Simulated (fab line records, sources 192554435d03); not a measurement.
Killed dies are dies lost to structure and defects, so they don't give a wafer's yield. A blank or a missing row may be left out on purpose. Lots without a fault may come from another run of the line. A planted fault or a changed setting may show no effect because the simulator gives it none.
Chamber matching | flow n5_finfet | N5_PASSIVATION_STRIP_14 on rie_diel-01: 4 sister chambers
The step strips in O2. 14 wafers are shown with their chamber, then 6 later ones without.

WAFERS WITH THEIR CHAMBER
wafer  | chamber | showerhead_plenum_p_Torr (Torr) | throttle_valve_pct (%) | oes_product_au (a.u.)
L537.1 | 3       | 2.00                            | 17.32                  | 0.69
L537.6 | 0       | 2.09                            | 16.68                  | 0.69
L544.1 | 1       | 1.96                            | 16.79                  | 0.73
L544.5 | 2       | 2.17                            | 16.59                  | 0.70
L544.6 | 1       | 1.96                            | 16.81                  | 0.72
L545.2 | 0       | 2.08                            | 16.70                  | 0.69
L545.3 | 2       | 2.17                            | 16.60                  | 0.71
L545.4 | 3       | 1.99                            | 17.36                  | 0.69
L550.1 | 0       | 2.08                            | 16.70                  | 0.70
L550.2 | 2       | 2.17                            | 16.58                  | 0.71
L550.5 | 1       | 1.96                            | 16.79                  | 0.73
L546.1 | 0       | 2.08                            | 16.69                  | 0.70
L546.2 | 2       | 2.17                            | 16.58                  | 0.70
L546.3 | 1       | 1.96                            | 16.82                  | 0.72

SIGNATURES (means of the wafers above)
reading                  | chamber 0 | chamber 1 | chamber 2 | chamber 3 | scatter within a chamber
showerhead_plenum_p_Torr | 2.0825    | 1.9600    | 2.1700    | 1.9950    | 0.00354
throttle_valve_pct       | 16.6925   | 16.8025   | 16.5875   | 17.3400   | 0.0142
oes_product_au           | 0.6950    | 0.7250    | 0.7050    | 0.6900    | 0.00548
Rule: a wafer's distance from a chamber is the root of the sum, over the readings, of the square of ((its reading less the chamber's mean) divided by the reading's scatter). The wafer belongs to the nearest chamber; if the next one is less than 2 further off, it can't be placed. The scatter: the root of (the sum of the squares of (reading less its chamber's mean) over the shown wafers, divided by (wafers less chambers)).

WAFERS WITHOUT THEIR CHAMBER
wafer  | showerhead_plenum_p_Torr (Torr) | throttle_valve_pct (%) | oes_product_au (a.u.)
L551.1 | 2.26                            | 16.93                  | 0.96
L551.4 | 2.08                            | 16.69                  | 0.68
L551.6 | 2.16                            | 16.58                  | 0.70
L559.1 | 2.25                            | 16.94                  | 0.91
L559.3 | 1.95                            | 16.84                  | 0.69
L559.5 | 2.25                            | 16.93                  | 0.92

WHICH CHAMBER EACH WENT THROUGH
wafer  | from the rows above | in truth
L551.1 | 2                   | 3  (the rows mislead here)
L551.4 | 0                   | 0
L551.6 | 2                   | 2
L559.1 | 2                   | 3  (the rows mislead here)
L559.3 | 1                   | 1
L559.5 | 2                   | 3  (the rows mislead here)
Placed correctly: 3 of 6. Can't be placed from these rows: 0. Placed wrongly: 3.
